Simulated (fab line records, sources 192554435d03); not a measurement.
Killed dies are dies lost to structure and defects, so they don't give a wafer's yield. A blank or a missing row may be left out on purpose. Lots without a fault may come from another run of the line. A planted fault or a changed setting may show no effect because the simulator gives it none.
Chamber matching | flow n5_finfet | N5_MOL_CONTACT_COAG_CMP_23 on cmp-01: 4 sister chambers
The step polishes, stops on SiO2, t overpolish 1.5 s, target thk 0 nm. 4 wafers are shown with their chamber, then 11 later ones without.

WAFERS WITH THEIR CHAMBER
wafer  | chamber | motor_current_A (A)
L084.4 | 1       | 9.2
L084.6 | 3       | 8.6
L087.5 | 0       | 8.4
L089.3 | 2       | 7.5

WAFERS WITHOUT THEIR CHAMBER
wafer  | motor_current_A (A)
L089.4 | 8.0
L089.6 | 8.1
L091.2 | 8.0
L091.4 | 8.0
L091.5 | 8.2
L096.1 | 9.4
L096.2 | 8.0
L096.3 | 8.1
L096.4 | 7.8
L096.5 | 7.4
L096.6 | 8.1

WHICH CHAMBER EACH WENT THROUGH
wafer  | from the rows above          | in truth
L089.4 | can't be placed: 0 or 2 or 3 | 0
L089.6 | can't be placed: 0 or 3 or 2 | 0
L091.2 | can't be placed: 0 or 2 or 3 | 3
L091.4 | can't be placed: 0 or 2 or 3 | 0
L091.5 | can't be placed: 0 or 3 or 2 | 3
L096.1 | can't be placed: 1 or 3      | 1
L096.2 | can't be placed: 0 or 2 or 3 | 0
L096.3 | can't be placed: 0 or 3 or 2 | 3
L096.4 | can't be placed: 2 or 0 or 3 | 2
L096.5 | 2                            | 2
L096.6 | can't be placed: 0 or 3 or 2 | 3
Placed correctly: 1 of 11. Can't be placed from these rows: 10 (the true chamber is among the candidates in 10). Placed wrongly: 0.
How it was worked out, from the rows above alone: a wafer's distance from a chamber is the root of the sum, over the readings, of the square of ((its reading less the chamber's mean) divided by the reading's scatter). The wafer belongs to the nearest chamber; if the next one is less than 2 further off, it can't be placed. A chamber's mean is the mean of its shown wafers. The scatter: with one shown wafer a chamber, the root of the mean of the squares of how far each hidden wafer lies from its nearest shown one.
